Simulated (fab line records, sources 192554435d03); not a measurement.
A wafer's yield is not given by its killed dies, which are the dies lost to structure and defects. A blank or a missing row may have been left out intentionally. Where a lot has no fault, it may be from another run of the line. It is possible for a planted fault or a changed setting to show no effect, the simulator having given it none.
Which of the tools did it? ; flow n5-finfet ; Sampling: 10 lots, 30 wafers, 4 of 1938 route steps

## WHAT THE GAUGES SHOWED, per wafer
N5_BEOL_M4_RC_MEAS_101. Usual: DIBL_N 36.8 mV/V, standard deviation 1.5; DIBL_P 37.1 mV/V, standard deviation 2.1; IOFF_N 0.168 nA/um, standard deviation 0.03; IOFF_P 0.22 nA/um, standard deviation 0.034; ION_N 679 uA/um, standard deviation 12; ION_P 466 uA/um, standard deviation 8; SS_N 71.7 mV/dec, standard deviation 0.58; SS_P 73.5 mV/dec, standard deviation 0.67; VT_N 248.8 mV, standard deviation 2.7; VT_P -250 mV, standard deviation 3.3.
lot;measured;on;DIBL_N (mV/V);DIBL_P (mV/V);IOFF_N (nA/um);IOFF_P (nA/um);ION_N (uA/um);ION_P (uA/um);SS_N (mV/dec);SS_P (mV/dec);VT_N (mV);VT_P (mV);flag
L533;day 7 12:11;prober-02;38.6 34.9 38.5;39.9 35.0 39.9;0.204 0.135 0.213;0.24 0.17 0.25;683 662 679;463 455 466;73.2 71.3 71.6;74.1 73.5 74.3;247.3 250.8 244.0;-249 -256 -247;
L534;day 8 02:38;prober-01;37.6 37.3 38.0;39.4 37.8 39.2;0.203 0.181 0.197;0.29 0.25 0.28;694 679 679;475 466 470;71.2 71.3 71.7;74.3 73.5 74.9;245.8 249.1 247.4;-247 -248 -246;
L542;day 9 17:22;prober-01;38.6 35.1 37.7;40.4 36.2 38.2;0.222 0.148 0.178;0.23 0.16 0.20;688 680 673;457 458 457;71.9 70.8 72.5;74.1 72.7 73.5;245.8 249.5 249.2;-253 -257 -254;
L541;day 9 19:59;prober-02;38.5 35.3 37.8;38.9 36.3 39.0;0.202 0.153 0.204;0.22 0.19 0.24;682 678 696;455 466 467;72.4 72.1 72.0;74.0 73.2 74.1;246.2 250.0 245.2;-250 -253 -249;
L543;day 10 00:07;prober-02;40.3 36.5 38.9;41.8 36.5 41.4;0.264 0.150 0.217;0.28 0.18 0.27;698 660 677;468 452 467;72.5 70.7 72.4;74.9 74.0 74.1;243.8 251.1 244.8;-250 -253 -249;
L551;day 12 04:27;prober-01;38.4 37.9 37.8;38.2 37.6 38.1;0.189 0.169 0.193;0.24 0.24 0.25;696 677 708;480 464 484;72.0 71.6 72.4;73.4 73.5 74.2;246.2 245.0 243.7;-250 -249 -245;
L554;day 13 00:08;prober-02;39.5 36.3 37.7;39.8 36.0 37.7;0.233 0.149 0.182;0.28 0.21 0.23;712 687 695;478 472 476;71.8 71.4 72.2;74.5 73.2 73.2;244.4 250.9 248.9;-247 -249 -250;
L553;day 13 06:37;prober-02;38.9 36.8 38.6;37.8 35.5 36.7;0.177 0.135 0.174;0.19 0.17 0.18;678 675 683;460 459 462;72.3 70.8 72.4;73.9 73.3 73.7;247.2 254.0 249.3;-256 -256 -257;
L555;day 13 08:35;prober-02;33.4 34.7 36.5;33.0 34.8 36.2;0.126 0.147 0.164;0.19 0.22 0.26;679 681 678;469 472 474;71.3 71.5 72.4;72.9 73.4 73.0;252.8 252.4 248.7;-251 -247 -246;
L556;day 14 02:40;prober-01;37.7 38.0 35.4;38.6 37.2 34.7;0.167 0.171 0.135;0.25 0.22 0.18;676 680 667;467 469 455;71.3 71.0 71.3;73.1 72.6 72.9;249.5 249.2 252.4;-246 -248 -251;

N5_BEOL_M11_THK_MEAS_53: measures by xrf. Usual: M11_THK 138.6 nm, standard deviation 2.2.
lot;measured;on;M11_THK (nm);flag
L533;day 10 02:12;film-metro-01;137.6 138.4 137.8;
L534;day 10 11:08;film-metro-01;141.5 136.2 137.0;
L542;day 12 00:49;film-metro-01;139.1 136.8 139.2;
L541;day 12 09:38;film-metro-02;142.1 141.3 138.2;
L543;day 12 12:52;film-metro-01;139.7 138.0 134.4;
L551;day 15 11:20;film-metro-01;137.6 139.0 136.8;
L554;day 15 15:43;film-metro-02;134.6 140.9 136.0;
L553;day 15 17:56;film-metro-01;138.2 136.1 135.0;
L555;day 15 23:52;film-metro-01;139.5 139.2 138.9;
L556;day 16 07:53;film-metro-01;139.2 137.5 139.2;

## WHICH TOOL RAN EACH LOT (tool, then ch and the chambers of the sampled wafers, then the start)
lot;N5_BEOL_M11_PRE_CLEAN_45;N5_BEOL_M11_SURFACE_TREAT_76
L533;pvd-sputter-03, day 9 22:46;pvd-sputter-02, day 10 00:59
L534;pvd-sputter-03, day 10 07:44;pvd-sputter-01, day 10 08:10
L542;pvd-sputter-01, day 11 22:58;pvd-sputter-02, day 11 23:45
L541;pvd-sputter-01, day 12 07:59;pvd-sputter-03, day 12 08:26
L543;pvd-sputter-03, day 12 11:22;pvd-sputter-01, day 12 11:46
L551;pvd-sputter-01, day 15 09:58;pvd-sputter-02, day 15 10:21
L554;pvd-sputter-02, day 15 14:14;pvd-sputter-02, day 15 14:40
L553;pvd-sputter-02, day 15 16:21;pvd-sputter-02, day 15 16:50
L555;pvd-sputter-02, day 15 20:57;pvd-sputter-01, day 15 21:42
L556;pvd-sputter-03, day 16 06:14;pvd-sputter-03, day 16 06:45
- N5_BEOL_M11_PRE_CLEAN_45: time 30 s.
- N5_BEOL_M11_SURFACE_TREAT_76

## WHAT THE TOOLS THEMSELVES READ (means of the sampled wafers that have a number; where no wafer has one, the mark that the record gives instead)
N5_BEOL_M11_PRE_CLEAN_45. Usual: heater-power-w at 313 W, with a standard deviation of 33.
lot;tool;heater-power-w (W);flag
L533;pvd-sputter-03;327;
L534;pvd-sputter-03;324;
L542;pvd-sputter-01;316;
L541;pvd-sputter-01;297;
L543;pvd-sputter-03;327;
L551;pvd-sputter-01;316;
L554;pvd-sputter-02;296;
L553;pvd-sputter-02;330;
L555;pvd-sputter-02;322;
L556;pvd-sputter-03;321;

## THE ANSWER, worked out from the rows above alone
Rule: a lot counts as off when the mean over its wafers that have a number is more than 3 standard deviations away from the usual mean. Also off: a lot with no number at a reading for which 4 or more lots have one. The other lots that the step has rows for count as sound. After the gauges, taken in route order, come the tools' own readings; for these a lot's mean is taken, as printed above. At the first step where some lot is off, the reading lying furthest off is the one used; lots without a number count as furthest.
No lot is off on any of the readings shown, so nothing can be concluded from this.

## WHAT THE SIMULATOR HAD INSERTED
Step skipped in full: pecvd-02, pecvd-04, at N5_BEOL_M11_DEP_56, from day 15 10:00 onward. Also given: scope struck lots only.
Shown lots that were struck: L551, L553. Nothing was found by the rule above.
